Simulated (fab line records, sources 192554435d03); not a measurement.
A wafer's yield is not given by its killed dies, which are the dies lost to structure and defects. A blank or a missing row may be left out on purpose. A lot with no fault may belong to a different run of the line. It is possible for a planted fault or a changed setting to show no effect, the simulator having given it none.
A lot that was struck, set against a sound lot | flow n5Finfet | 43 out of 1938 route steps
Sound: these wafers, L935.1, L935.5, L935.6. Struck: wafer L946.6 (L946.2, L946.4, from the same lot, were not struck and are left out); the cause is given at the end.
Per side, at each step with rows, come the tool, then ch with its chambers, and then its first start. Under that, the readings that differ: sound wafers | struck wafers | difference of the means | sigmas: that difference in standard deviations of wafers without a fault.
alike: readings with means less than 2 such deviations apart, plus words and numbers identical on both sides. not compared: withheld readings, readings lacking a value on some wafer, bounds such as >300 that could conceal the same value, and numbers that have no deviation in the record and whose values overlap.
A row with sigmas, a row that says differs or no value, or rows on one side alone: a step with any of these is where the two part. Numbers that don't overlap but have no deviation are shown without sigmas and don't part them. Lack of a reading on every wafer of one side parts them only where that side has two or more wafers.

first, 5 steps without rows for these wafers: N5_BEOL_M1_STRIP_83 (strips in C4F6/O2); N5_BEOL_M1_STRIP_36 (strips in N2/H2); N5_BEOL_M1_TRENCH_ETCH_37 (etches SiOC in C4F6/O2, target depth 55.207 nm, time 29 s); N5_BEOL_M1_ETCH_41 (etches SiCN in CH3F/O2, target depth 31.9 nm, time 57.8 s); N5_BEOL_M1_STRIP_97 (strips in N2/H2, time 10 s).
N5_BEOL_M1_OCD_MEAS_38:
  struck on ocd-01, day 9 06:41; sound on ocd-02, day 6 10:29
  alike: trenchDepthNm
then, 4 steps without rows for these wafers: N5_BEOL_M1_HM_STRIP_39 (strips TiN in peroxide tin strip, target depth 25 nm, time 158 s); N5_BEOL_M1_SRD_40 (time 30 s); N5_BEOL_M1_PRECLEAN_42 (cleans in residue remover, time 60 s); N5_BEOL_M1_SRD_43 (time 30 s).
N5_BEOL_M1_CD_MEAS_35: target cd 18 nm, target cd y 21 nm.
  struck on cdSem-01, day 9 06:50; sound on cdSem-02, day 6 10:38
  alike: cdNm
then, 1 step without rows for these wafers: N5_BEOL_M1_DEGAS_44 (time 60 s).
N5_BEOL_M1_PRE_CLEAN_45: time 30 s.
  struck on pvdSputter-01, day 9 07:20; sound on pvdSputter-01, day 6 10:56
reading            | sound                | struck | difference | sigmas
susceptorTempC (C) | 249.84 249.91 249.90 | 250.24 | +0.36      | +2
  alike: heaterPowerW
then, 8 steps without rows for these wafers: N5_BEOL_M1_ALD_84 (deposits TaN, pulse time 2 s, purge time 3 s, co reactant purge time 2 s); N5_BEOL_M1_SURFACE_TREAT_85; N5_BEOL_M1_CVD_47 (deposits Co from CCTBA/H2, target thk 3 nm, time 223.8 s); N5_BEOL_M1_SPUTTER_48 (material Cu, target thk 4.5 nm, time 8.29 s); N5_BEOL_M1_ANNEAL_49 (time 240 s); N5_BEOL_M1_SPUTTER_79 (material Cu, target thk 4.5 nm, time 8.29 s); N5_BEOL_M1_ANNEAL_80 (time 240 s); N5_BEOL_M1_SPUTTER_81 (material Cu, target thk 4.5 nm, time 8.29 s).
N5_BEOL_M1_ANNEAL_82: time 240 s.
  struck on pvdSputter-01, day 9 08:37; sound on pvdSputter-02, day 6 12:33
  alike: heaterPowerW, susceptorTempC
N5_BEOL_M1_SPUTTER_86: material Cu, target thk 4.5 nm, time 8.29 s.
  struck on pvdSputter-01, day 9 08:46; sound on pvdSputter-02, day 6 12:41
  alike: susceptorTempC, throttleValvePct
then, 7 steps without rows for these wafers: N5_BEOL_M1_ANNEAL_87 (time 240 s); N5_BEOL_M1_SPUTTER_88 (material Cu, target thk 4.5 nm, time 8.29 s); N5_BEOL_M1_ANNEAL_89 (time 240 s); N5_BEOL_M1_SPUTTER_90 (material Cu, target thk 4.5 nm, time 8.29 s); N5_BEOL_M1_ANNEAL_91 (time 240 s); N5_BEOL_M1_SPUTTER_92 (material Cu, target thk 4.5 nm, time 8.29 s); N5_BEOL_M1_ANNEAL_93 (time 240 s).
N5_BEOL_M1_SPUTTER_94: material Cu, target thk 4.5 nm, time 8.29 s.
  struck on pvdSputter-01, day 9 09:38; sound on pvdSputter-02, day 6 13:34
  alike: susceptorTempC, throttleValvePct
then, 1 step without rows for these wafers: N5_BEOL_M1_ANNEAL_95 (time 240 s).
N5_BEOL_M1_SPUTTER_96: material Cu, target thk 4.5 nm, time 8.29 s.
  struck on pvdSputter-01, day 9 09:52; sound on pvdSputter-02, day 6 13:47
  alike: susceptorTempC, throttleValvePct
then, 3 steps without rows for these wafers: N5_BEOL_M1_ECD_50 (material Cu, target thk 300 nm); N5_BEOL_M1_ANNEAL_51 (time 90 s); N5_BEOL_M1_CMP_52 (polishes, stops on SiOC, t overpolish 6.8 s, target thk 40 nm).
N5_BEOL_M1_THK_MEAS_53: measures by xrf.
  struck on filmMetro-02, day 9 13:34; sound on filmMetro-01, day 6 14:34
  alike: M1_THK
then, 1 step without rows for these wafers: N5_BEOL_M1_PRE_CLEAN_60 (time 15 s).
N5_BEOL_M1_CO_CAP_55: material Co, precursor CCTBA/H2, target thk 2 nm, time 102.1 s.
  sound on cvdCo-01 ch 0,1,2, day 6 14:43; struck on cvdCo-01 ch 0, day 9 13:39
  alike: heaterPowerW, susceptorTempC
then, 2 steps without rows for these wafers: N5_BEOL_M1_PRE_CLEAN_56 (time 15 s); N5_BEOL_M1_DEP_57 (deposits SiCN from 3MS/NH3, target thk 8 nm, time 14 s).
N5_BEOL_M1_RS_MEAS_58: the measuring method here is four-point-probe.
  struck on filmMetro-01, day 9 13:50; sound on filmMetro-02, day 6 14:53
  alike: M1_RS
-- the record jumps here: 5 days lie between the struck wafers' starts before and after (it left off in module BEOL_M1 and takes up again in module PASSIVATION, whose first step shown is number 1936 of the route) --
N5_PASSIVATION_PROBE_49:
  rows exist in the record for the struck wafers here (prober-01, day 14 22:04), but not for the sound ones

WHERE THEY PART
Earliest at N5_BEOL_M1_PRE_CLEAN_45; latest, in this record, at N5_PASSIVATION_PROBE_49.

WHY: what had been put in by the simulator
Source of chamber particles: pvdSputter-01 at N5_BEOL_M1_PRE_CLEAN_45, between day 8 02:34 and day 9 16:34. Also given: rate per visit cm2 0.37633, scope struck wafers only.
